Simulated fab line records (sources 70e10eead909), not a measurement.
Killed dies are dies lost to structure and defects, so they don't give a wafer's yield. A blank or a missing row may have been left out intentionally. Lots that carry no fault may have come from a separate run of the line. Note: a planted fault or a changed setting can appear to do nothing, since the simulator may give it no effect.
fab line records    flow nand-harc
record lots=5  wafers=15  last-day=24
route steps=1159 shown A_SOURCE_PLATE@414 A_ONON_D1@424 A_CHANNEL_HOLE_D1@450 END@1159
lots untouched by any fault: they come from a run of this same line in which no faults occurred
start-h: the number of hours between the record's first day and the start of the first shown wafer of the lot    wait-h: time in hours since the lot's previous step    " unchanged from the row above    L1.1+2: a row that stands for several wafers    - no value present, or no start provided    * or withheld: withheld    < > ~ a bound
route shown NAME@n: names a module that has steps shown in the file, with the first one's number in the route    usual: the fault-free wafers' mean and standard deviation    same: alike in all rows    chamber/n: place in a boat    sites: readings site by site    _std_site: the values' standard deviation    _edge_site: the outer-site mean with the inner-site mean subtracted    radius-mm: for every site, how far away it sits from the centre of the wafer    mask NAME#n: copy n    behind: the most recent tool/chamber to have shaped the wafer    hold: cause of the lot's hold/its duration in hours/its outcome    device: whichever transistor did not switch (one of n, p or np)    end of line: the same wafers' tests at the end of the route    a step without rows: its recipe alone    killed: dies that structure and defects cost at the first sort, which is not the same as the wafer's yield    map: per-die view of a wafer (x killed, . not killed, _ where there is no die)
set.NAME: the setting as run; set.NAME@STEP: as run at that earlier step    model.NAME: the simulator's own value behind a step, which no gauge read
lots at some steps of the route; a table a step, a row a wafer
services: the hour from which a tool's chamber was out of use, counted from the record's first day as start-h (under 0 if before that day), plus the number of hours and why
## steps
# step NHARC_A_SOURCE_PLATE_SRD_01
# step NHARC_A_SOURCE_PLATE_OXIDE_02
# recipe target-thk-a=100  temp-c=900  ox-time-s=1362  material=SiO2
# step NHARC_A_SOURCE_PLATE_PVD_04
# recipe target-thk-a=500  material=WSi2
# step NHARC_A_SOURCE_PLATE_CVD_03
# recipe target-thk-a=2000  temp-c=620  pressure-mtorr=200  time-s=4000  material=poly-Si
# step NHARC_A_SOURCE_PLATE_ANNEAL_05
# recipe temp-c=850  time-s=1800
# step NHARC_A_ONON_D1_DEP_00
# recipe target-thk-a=10000  n2-flow-sccm=2750  n2o-flow-sccm=2000  nh3-flow-sccm=500  sih4-flow-sccm=210  temp-c=400
# step NHARC_A_ONON_D1_DEP_03
# recipe target-thk-a=10000  n2-flow-sccm=2750  n2o-flow-sccm=2000  nh3-flow-sccm=500  sih4-flow-sccm=210  temp-c=400
# usual nh3-flow-sccm=499.9/1.6
lot.wafer  tool           chamber  start-h  wait-h  nh3-flow-sccm
L527.1     pecvd-onon-02  0        172.42   0.1     501.7
L527.3     "              0        "        "       499.1
L527.4     "              0        "        "       500.3
L540.1     pecvd-onon-02  0        252.04   0.1     499.9
L540.4     "              0        "        "       500.3
L540.6     "              0        "        "       500.3
L542.2     pecvd-onon-02  0        255.73   0.1     500.0
L542.3     "              0        "        "       496.8
L542.4     "              0        "        "       499.0
L544.1     pecvd-onon-02  0        263.11   0.1     499.7
L544.4     "              0        "        "       499.5
L544.5     "              0        "        "       500.2
L546.1     pecvd-onon-03  0        280.71   0.1     498.1
L546.2     "              0        "        "       497.6
L546.4     "              0        "        "       499.8
# step NHARC_A_ONON_D1_DEP_06
# recipe target-thk-a=10000  n2-flow-sccm=2750  n2o-flow-sccm=2000  nh3-flow-sccm=500  sih4-flow-sccm=210  temp-c=400
# step NHARC_A_ONON_D1_DEP_09
# recipe target-thk-a=10000  n2-flow-sccm=2750  n2o-flow-sccm=2000  nh3-flow-sccm=500  sih4-flow-sccm=210  temp-c=400
# step NHARC_A_ONON_D1_DEP_12
# recipe target-thk-a=10000  n2-flow-sccm=2750  n2o-flow-sccm=2000  nh3-flow-sccm=500  sih4-flow-sccm=210  temp-c=400
# step NHARC_A_ONON_D1_ANNEAL_15
# recipe temp-c=750  time-s=3600
# step NHARC_A_ONON_D1_DEP_16
# recipe target-thk-a=10000  n2-flow-sccm=2750  n2o-flow-sccm=2000  nh3-flow-sccm=500  sih4-flow-sccm=210  temp-c=400
# step NHARC_A_ONON_D1_DEP_19
# recipe target-thk-a=10000  n2-flow-sccm=2750  n2o-flow-sccm=2000  nh3-flow-sccm=500  sih4-flow-sccm=210  temp-c=400
# step NHARC_A_ONON_D1_DEP_22
# recipe target-thk-a=10000  n2-flow-sccm=2750  n2o-flow-sccm=2000  nh3-flow-sccm=500  sih4-flow-sccm=210  temp-c=400
# step NHARC_A_ONON_D1_DEP_25
# recipe target-thk-a=10000  n2-flow-sccm=2750  n2o-flow-sccm=2000  nh3-flow-sccm=500  sih4-flow-sccm=210  temp-c=400
# step NHARC_A_ONON_D1_DEP_28
# recipe target-thk-a=10000  n2-flow-sccm=2750  n2o-flow-sccm=2000  nh3-flow-sccm=500  sih4-flow-sccm=210  temp-c=400
# step NHARC_A_ONON_D1_DEP_33
# recipe target-thk-a=2000  temp-c=400  pressure-torr=6.5  rf-w=900  teos-flow-sccm=161.4  flow-sccm=2650  target-thk-nm=200  gas=O2  material=SiO2
# step NHARC_A_CHANNEL_HOLE_D1_DEP_00
# recipe target-thk-a=31000  temp-c=400  material=aC
# step NHARC_A_CHANNEL_HOLE_D1_DEP_01
# recipe target-thk-a=1400  target-thk-nm=140  temp-c=400  pressure-torr=3.5  flow-sccm=200  rf-w=350  material=SiON
# step NHARC_A_CHANNEL_HOLE_D1_DEHYDRATE_02
# recipe temp-c=150  time-s=120
# step NHARC_A_CHANNEL_HOLE_D1_HMDS_03
# recipe time-s=30
# step NHARC_A_CHANNEL_HOLE_D1_COAT_36
# recipe temp-c=260  time-s=75
# step NHARC_A_CHANNEL_HOLE_D1_COAT_37
# recipe temp-c=225  time-s=65
# step NHARC_END_SORT_01
# recipe temp-c=25
# usual killed-at-array=24/7.4  killed-at-other=0.5/0.81  killed-at-periphery=3.4/2.3  killed-dies=28/8  killed-open=3.4/1.8  killed-short=2.0/1.4
# same gross-dies=677
lot.wafer  tool       chamber  start-h  wait-h  killed-at-array  killed-at-other  killed-at-periphery  killed-dies  killed-open  killed-short
L542.2     prober-01  0        539.09   2.8     79               2                4                    85           3            3
L542.3     prober-01  0        539.88   3.1     83               0                5                    88           5            0
L542.4     prober-01  0        540.68   3.4     90               0                4                    94           3            1
L540.1     prober-01  0        546.04   2.5     101              0                1                    102          1            4
L540.4     prober-01  0        548.40   3.4     84               0                2                    86           3            2
L540.6     prober-01  0        549.98   3.9     88               0                2                    90           4            0
L544.1     prober-02  0        546.22   2.5     98               1                10                   109          4            3
L544.4     prober-02  0        548.61   3.4     113              1                6                    120          3            4
L544.5     prober-02  0        549.41   3.7     105              0                3                    108          3            1
# killed by level:class
L542.2 A_ONON_D1:unspecified=60 A_CHANNEL_HOLE_D1:chamber-film-flake=10 A_CONTACT:chamber-film-flake=3 P_STI:chamber-film-flake=2 THIN_TSV:chamber-film-flake=2 P_M0:geometric-particle:short=1 P_CONTACT:geometric-particle:open=1 A_SOURCE_PLATE:geometric-particle:short=1
L542.3 A_ONON_D1:unspecified=63 A_CHANNEL_HOLE_D1:chamber-film-flake=10 A_CONTACT:chamber-film-flake=3 P_ZERO_WELL:chamber-film-flake=2 A_CHANNEL_FILL_D1:chamber-film-flake=2 P_STI:geometric-particle:open=1 P_GATE:geometric-particle:open=1 A_SGD_CUT:geometric-particle:open=1
L542.4 A_ONON_D1:unspecified=62 A_CHANNEL_HOLE_D1:chamber-film-flake=20 A_CONTACT:chamber-film-flake=3 P_STI:chamber-film-flake=2 P_M0:geometric-particle:open=1 A_WL_FILL:geometric-particle:open=1 A_CONTACT:geometric-particle:short=1 A_M0:geometric-particle:open=1
L540.1 A_ONON_D1:unspecified=66 A_CHANNEL_HOLE_D1:chamber-film-flake=17 A_CONTACT:chamber-film-flake=6 A_STAIRCASE:chamber-film-flake=3 A_WL_FILL:geometric-particle:short=2 A_CHANNEL_FILL_D1:chamber-film-flake=2 A_BLC:chamber-film-flake=2 P_M1:geometric-particle:short=1
L544.1 A_ONON_D1:unspecified=62 A_SLIT:chamber-film-flake=15 A_CHANNEL_HOLE_D1:chamber-film-flake=10 A_CONTACT:chamber-film-flake=6 P_GATE:chamber-film-flake=5 A_ONON_D1:geometric-particle:short=2 P_STI:chamber-film-flake=2 P_STI:geometric-particle:short=1
L540.4 A_ONON_D1:unspecified=59 A_CHANNEL_HOLE_D1:chamber-film-flake=7 A_CONTACT:chamber-film-flake=6 A_STAIRCASE:chamber-film-flake=5 A_CHANNEL_FILL_D1:geometric-particle:short=2 P_M0:geometric-particle:open=1 A_ONON_D1:geometric-particle:open=1 A_CHANNEL_HOLE_D1:geometric-particle:open=1
L544.4 A_ONON_D1:unspecified=64 A_CHANNEL_HOLE_D1:chamber-film-flake=19 A_SLIT:chamber-film-flake=17 A_CONTACT:chamber-film-flake=7 A_STAIRCASE:chamber-film-flake=4 P_CONTACT:geometric-particle:short=2 P_STI:geometric-particle:short=1 P_STI:geometric-particle:open=1
L544.5 A_ONON_D1:unspecified=66 A_CHANNEL_HOLE_D1:chamber-film-flake=17 A_SLIT:chamber-film-flake=8 A_CONTACT:chamber-film-flake=8 P_GATE:chamber-film-flake=3 A_STAIRCASE:chamber-film-flake=2 A_ONON_D1:geometric-particle:short=1 A_CHANNEL_FILL_D1:geometric-particle:open=1
L540.6 A_ONON_D1:unspecified=64 A_CHANNEL_HOLE_D1:chamber-film-flake=9 A_STAIRCASE:chamber-film-flake=5 A_CONTACT:chamber-film-flake=4 A_CONTACT:geometric-particle:open=3 A_CHANNEL_FILL_D1:chamber-film-flake=3 P_M1:geometric-particle:open=1 P_GATE:chamber-film-flake=1
# map L540.1 (x killed, . not)
____________.____________
_________x.....x_________
_______x.x........_______
______x............______
_____.xxx..........._____
____.xx.x............____
____xx.x.............____
___....x..x.........xx___
___.....x......x.x..xx___
__...........x.....xxxx__
__....x.x.........xxxxx__
_........x..x..x.xxxxxxx_
_.................xxxxxx_
_..................xxxxx_
_............x....xxxxxx_
_.................xxxxxx_
...................xxxxxx
...................xxxxxx
...x..............xxxxxxx
.....................xxx.
.............x.......x...
_......................._
_......................._
_.........x............._
_......................._
_..............x.....x.._
__.....................__
__.....................__
___.....x......x......___
___...................___
____............x....____
____.................____
_____.......x......._____
______.............______
_______..........._______
_________.x....._________
____________.____________
# map L542.4 (x killed, . not)
____________.____________
_________.x....._________
_______..x........_______
______xx.x...x.....______
_____x.xx..........._____
____xxxxx.x..........____
____xxxx.............____
___...x......x........___
___...............xx.x___
__.......x.........x.xx__
__................xxxxx__
_.................xxxxxx_
_.......x.........xxxxxx_
_.x................xxxxx_
_.................xxxxxx_
_.....x...........xxxxxx_
.............x.....xxxxxx
...................xxxxxx
....................xxxx.
..................x...xxx
.......................x.
_......................._
_.....................x._
_......................._
_......................._
_......................._
__.....................__
__.........x..x.x......__
___...................___
___...................___
____..............x..____
____.................____
_____..............._____
______.............______
_______..........._______
_________..x.x.._________
____________.____________
## services
tool           chamber  start-h  hours  kind
pecvd-onon-03  -        153.16   13.0   pm
pecvd-onon-02  -        272.42   1.3    repair
## key
first-sign step=NHARC_END_SORT_01  reading=killed-at-array  direction=up  sigmas=9.3  usual=24  struck=93
effect step=NHARC_END_SORT_01  reading=killed-dies  direction=up  sigmas=8.7  usual=28  struck=98
more-kills-born-at NHARC_A_ONON_D1_DEP_03@pecvd-onon-02=566
met-at NHARC_A_ONON_D1_DEP_03
struck-wafers L540.1,L540.4,L540.6,L542.2,L542.3,L542.4,L544.1,L544.4,L544.5
tester-left-out L540,L542,L544
onset-between 172.42 252.04
fault kind=chamber-particle-source  tool=pecvd-onon-02  chamber=-  onset-h=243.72  steps=NHARC_A_ONON_D1_DEP_03  rate-per-visit-cm2=1.0834  end-h=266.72
# tester-left-out: of these lots the tester's yield and bins aren't shown, on N5 and GAA mostly nor the transistor test; their killed dies are dies lost to structure and defects alone, not to doping, threshold or leakage, so they don't give the yield
